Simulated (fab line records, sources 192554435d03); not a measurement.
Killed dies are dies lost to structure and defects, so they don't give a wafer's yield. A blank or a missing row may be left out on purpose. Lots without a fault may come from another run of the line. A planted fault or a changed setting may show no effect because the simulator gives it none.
Chamber matching | flow n5_finfet | N5_GATE_CUT_CMP_23 on cmp-04: 4 sister chambers
The step polishes, stops on SiO2, t overpolish 23.4 s, target thk 16 nm. 8 wafers are shown with their chamber, then 11 later ones without.

WAFERS WITH THEIR CHAMBER
wafer  | chamber | motor_current_A (A) | time_to_endpoint_s (s)
L080.2 | 1       | 7.3                 | 16.6
L083.6 | 3       | 10.5                | 20.5
L084.2 | 2       | 9.2                 | 22.0
L084.4 | 3       | 10.7                | 20.3
L084.5 | 2       | 9.0                 | 19.7
L088.5 | 0       | 8.4                 | 19.6
L088.6 | 1       | 7.6                 | 16.3
L089.1 | 0       | 8.7                 | 15.6

WAFERS WITHOUT THEIR CHAMBER
wafer  | motor_current_A (A) | time_to_endpoint_s (s)
L089.3 | 10.6                | 16.7
L089.4 | 8.8                 | 17.5
L090.1 | 11.0                | 16.9
L090.2 | 8.5                 | 18.4
L090.6 | 8.6                 | 19.8
L092.1 | 10.7                | 21.1
L092.3 | 7.7                 | 19.9
L092.6 | 7.8                 | 16.5
L094.2 | 10.3                | 17.8
L094.3 | 9.2                 | 18.2
L094.6 | 8.5                 | 16.8

WHICH CHAMBER EACH WENT THROUGH
wafer  | from the rows above     | in truth
L089.3 | 3                       | 3
L089.4 | can't be placed: 0 or 2 | 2
L090.1 | 3                       | 3
L090.2 | 0                       | 0
L090.6 | can't be placed: 0 or 2 | 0
L092.1 | 3                       | 3
L092.3 | 1                       | 1
L092.6 | 1                       | 1
L094.2 | 3                       | 3
L094.3 | can't be placed: 2 or 0 | 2
L094.6 | 0                       | 0
Placed correctly: 8 of 11. Can't be placed from these rows: 3 (the true chamber is among the candidates in 3). Placed wrongly: 0.
How it was worked out, from the rows above alone: a wafer's distance from a chamber is the root of the sum, over the readings, of the square of ((its reading less the chamber's mean) divided by the reading's scatter). The wafer belongs to the nearest chamber; if the next one is less than 2 further off, it can't be placed. A chamber's mean is the mean of its shown wafers. The scatter: the root of (the sum of the squares of (reading less its chamber's mean) over the shown wafers, divided by (wafers less chambers)).
